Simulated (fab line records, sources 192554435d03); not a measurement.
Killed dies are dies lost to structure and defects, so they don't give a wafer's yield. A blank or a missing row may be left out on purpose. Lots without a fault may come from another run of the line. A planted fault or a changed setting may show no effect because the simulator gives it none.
Split-lot experiment | flow n5_finfet | 7 lots, 21 wafers read, on a route of 1938 steps

THE SPLIT
At N5_DUMMY_GATE_CVD_03 (deposits a-Si from SiH4, target thk 150 nm, time 8042 s), the setting temp_c was moved away from the recipe's 530 C on 12 of the 21 wafers read, by -4.2% to +3.6%. The other wafers ran this setting at the recipe's value.

The reading is taken at the split's own step.

THE READING
a-Si_of_DUMMY_GATE_CVD_03.thk_nm (the simulator's own value, which no gauge read), in nm, at N5_DUMMY_GATE_CVD_03 (deposits a-Si from SiH4, target thk 150 nm, time 8042 s). The file gives no usual value for it. The 9 wafers here that ran the recipe average 149.8 nm, standard deviation 1.1 nm.

wafer  | tool, chamber at the split | temp_c as run, C | against the recipe | a-Si_of_DUMMY_GATE_CVD_03.thk_nm, nm | against lot-mates on the recipe
L084.3 | -, -                       | 515.1            | -2.8%              | 99.2                                 | no lot-mate on the recipe
L084.4 | -, -                       | 515.1            | -2.8%              | 98.6                                 | no lot-mate on the recipe
L084.5 | -, -                       | 515.1            | -2.8%              | 99.6                                 | no lot-mate on the recipe
L087.1 | -, -                       | 530              | recipe             | 150.2                                | -
L087.5 | -, -                       | 530              | recipe             | 152                                  | -
L087.6 | -, -                       | 530              | recipe             | 151.4                                | -
L088.1 | -, -                       | 549.1            | +3.6%              | 252.8                                | no lot-mate on the recipe
L088.4 | -, -                       | 549.1            | +3.6%              | 252.2                                | no lot-mate on the recipe
L088.5 | -, -                       | 549.1            | +3.6%              | 252.6                                | no lot-mate on the recipe
L090.1 | -, -                       | 507.5            | -4.2%              | 77.4                                 | no lot-mate on the recipe
L090.2 | -, -                       | 507.5            | -4.2%              | 76.6                                 | no lot-mate on the recipe
L090.5 | -, -                       | 507.5            | -4.2%              | 76.2                                 | no lot-mate on the recipe
L093.2 | -, -                       | 544.1            | +2.7%              | 223                                  | no lot-mate on the recipe
L093.4 | -, -                       | 544.1            | +2.7%              | 223                                  | no lot-mate on the recipe
L093.5 | -, -                       | 544.1            | +2.7%              | 222.6                                | no lot-mate on the recipe
L095.1 | -, -                       | 530              | recipe             | 148.4                                | -
L095.2 | -, -                       | 530              | recipe             | 149.6                                | -
L095.5 | -, -                       | 530              | recipe             | 148.6                                | -
L096.3 | lpcvd-02, 1/50,1/64        | 530              | recipe             | 149.2                                | -
L096.6 | lpcvd-02, 1/50,1/64        | 530              | recipe             | 149.2                                | -
L096.5 | lpcvd-02, 1/59             | 530              | recipe             | 149.4                                | -
Where a row lists several chambers, the file gives one row for several wafers and doesn't say which wafer went through which chamber.

THE FIT
A straight line over all 21 wafers: a-Si_of_DUMMY_GATE_CVD_03.thk_nm changes by +22.3 nm for each +1% of temp_c; r = +0.99; the points scatter about the line by 9.8 nm.
Too few moved wafers have a lot-mate on the recipe to fit a line with each lot's own level taken away.

THE FILE'S OWN FIT
a-Si_of_DUMMY_GATE_CVD_03.thk_nm changes by +22.3 nm for each +1% of temp_c, r = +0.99.
